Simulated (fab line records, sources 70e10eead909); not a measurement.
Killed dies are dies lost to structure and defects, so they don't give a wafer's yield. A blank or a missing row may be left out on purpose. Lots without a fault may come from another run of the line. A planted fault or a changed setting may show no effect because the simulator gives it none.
Chamber matching | flow nand_harc | NHARC_A_STAIRCASE_ETCHBACK_157 on rie_diel-08: 4 sister chambers
The step etches the open film in CH3F/O2, target depth 90 nm, time 167.14 s. 4 wafers are shown with their chamber, then 11 later ones without.

WAFERS WITH THEIR CHAMBER
wafer  | chamber | showerhead_plenum_p_Torr (Torr)
L082.3 | 2       | 2.33
L084.1 | 1       | 2.30
L084.2 | 3       | 2.28
L083.2 | 0       | 2.34

WAFERS WITHOUT THEIR CHAMBER
wafer  | showerhead_plenum_p_Torr (Torr)
L083.3 | 2.28
L083.5 | 2.28
L087.1 | 2.28
L087.4 | 2.33
L087.6 | 2.28
L094.2 | 2.33
L094.3 | 2.28
L094.5 | 2.32
L097.1 | 2.29
L097.5 | 2.29
L097.6 | 2.27

WHICH CHAMBER EACH WENT THROUGH
wafer  | from the rows above          | in truth
L083.3 | 3                            | 3
L083.5 | 3                            | 3
L087.1 | 3                            | 3
L087.4 | can't be placed: 2 or 0      | 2
L087.6 | 3                            | 3
L094.2 | can't be placed: 2 or 0      | 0
L094.3 | 3                            | 3
L094.5 | can't be placed: 2 or 0 or 1 | 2
L097.1 | can't be placed: 1 or 3      | 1
L097.5 | can't be placed: 1 or 3      | 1
L097.6 | 3                            | 3
Placed correctly: 6 of 11. Can't be placed from these rows: 5 (the true chamber is among the candidates in 5). Placed wrongly: 0.
How it was worked out, from the rows above alone: a wafer's distance from a chamber is the root of the sum, over the readings, of the square of ((its reading less the chamber's mean) divided by the reading's scatter). The wafer belongs to the nearest chamber; if the next one is less than 2 further off, it can't be placed. A chamber's mean is the mean of its shown wafers. The scatter: with one shown wafer a chamber, the root of the mean of the squares of how far each hidden wafer lies from its nearest shown one.
